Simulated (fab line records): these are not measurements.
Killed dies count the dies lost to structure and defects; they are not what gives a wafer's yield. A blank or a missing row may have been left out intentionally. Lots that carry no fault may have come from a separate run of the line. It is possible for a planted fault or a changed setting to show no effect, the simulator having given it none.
Chamber matching | flow n5_finfet | rie_diel-02 running N5_BEOL_M3_ETCH_69: 4 sister chambers
The step etches SiARC in CF4, target depth 15.6 nm, time 26 s. 30 wafers are shown with their chamber, then 12 later ones without.

== WAFERS PAIRED WITH THEIR CHAMBERS ==
wafer  | chamber | drypump_motor_current_A (A) | showerhead_plenum_p_Torr (Torr) | etch_rf_on_time_s (s)
L074.1 | 0       | 6.6                         | 2.13                            | 26.4
L074.2 | 2       | 5.9                         | 2.12                            | 25.3
L074.6 | 2       | 5.9                         | 2.12                            | 25.0
L075.2 | 0       | 6.5                         | 2.13                            | 26.4
L075.3 | 3       | 6.5                         | 2.06                            | 26.1
L075.5 | 2       | 5.9                         | 2.12                            | 25.3
L077.2 | 1       | 5.7                         | 2.22                            | 27.4
L077.3 | 2       | 5.8                         | 2.12                            | 25.2
L077.5 | 2       | 5.8                         | 2.12                            | 25.3
L078.3 | 0       | 6.5                         | 2.13                            | 26.1
L078.4 | 3       | 6.5                         | 2.06                            | 26.0
L078.6 | 3       | 6.5                         | 2.06                            | 26.0
L080.3 | 1       | 5.7                         | 2.21                            | 27.5
L080.4 | 0       | 6.6                         | 2.13                            | 25.9
L080.5 | 3       | 6.5                         | 2.06                            | 26.4
L081.4 | 2       | 5.9                         | 2.11                            | 25.2
L081.5 | 3       | 6.5                         | 2.05                            | 26.4
L081.6 | 2       | 5.8                         | 2.11                            | 25.3
L082.1 | 3       | 6.5                         | 2.05                            | 26.5
L082.2 | 2       | 5.9                         | 2.11                            | 25.4
L082.4 | 0       | 6.5                         | 2.13                            | 26.2
L084.4 | 2       | 5.9                         | 2.11                            | 25.2
L084.5 | 3       | 6.5                         | 2.05                            | 26.2
L084.6 | 2       | 5.9                         | 2.11                            | 25.3
L091.2 | 1       | 5.7                         | 2.21                            | 27.4
L091.4 | 2       | 5.9                         | 2.11                            | 25.1
L091.5 | 2       | 5.9                         | 2.11                            | 25.1
L092.1 | 2       | 5.8                         | 2.10                            | 25.3
L092.2 | 1       | 5.7                         | 2.21                            | 27.5
L092.3 | 3       | 6.5                         | 2.05                            | 26.4

SIGNATURES (means of the wafers above)
reading                  | chamber 0 | chamber 1 | chamber 2 | chamber 3 | scatter within a chamber
drypump_motor_current_A  | 6.540     | 5.700     | 5.869     | 6.500     | 0.0391
showerhead_plenum_p_Torr | 2.1300    | 2.2125    | 2.1131    | 2.0550    | 0.00538
etch_rf_on_time_s        | 26.200    | 27.450    | 25.231    | 26.250    | 0.154
Rule: a wafer's distance from a chamber is the root of the sum, over the readings, of the square of ((its reading less the chamber's mean) divided by the reading's scatter). The wafer belongs to the nearest chamber; if the next one is less than 2 further off, it can't be placed. How the scatter is found: for the shown wafers, subtract from each reading the mean of its chamber, square and add these, divide the total by (wafers less chambers), then take the root.

== WAFERS WHOSE CHAMBER IS MISSING ==
wafer  | drypump_motor_current_A (A) | showerhead_plenum_p_Torr (Torr) | etch_rf_on_time_s (s)
L093.1 | 5.9                         | 2.10                            | 25.4
L093.2 | 6.5                         | 2.12                            | 26.3
L093.4 | 5.7                         | 2.20                            | 27.7
L094.2 | 5.7                         | 2.20                            | 27.2
L094.3 | 5.9                         | 2.10                            | 25.2
L094.4 | 6.5                         | 2.12                            | 25.7
L095.3 | 5.7                         | 2.20                            | 27.5
L095.4 | 5.8                         | 2.10                            | 25.3
L095.5 | 5.7                         | 2.20                            | 27.5
L097.2 | 5.7                         | 2.20                            | 27.1
L097.4 | 5.7                         | 2.20                            | 27.2
L097.6 | 6.5                         | 2.12                            | 25.7

== THE CHAMBER EACH PASSED THROUGH ==
wafer  | from the rows above | in truth
L093.1 | 2                   | 2
L093.2 | 0                   | 0
L093.4 | 1                   | 1
L094.2 | 1                   | 1
L094.3 | 2                   | 2
L094.4 | 0                   | 0
L095.3 | 1                   | 1
L095.4 | 2                   | 2
L095.5 | 1                   | 1
L097.2 | 1                   | 1
L097.4 | 1                   | 1
L097.6 | 0                   | 0
Placed correctly: 12 of 12. Can't be placed from these rows: 0. Placed wrongly: 0.
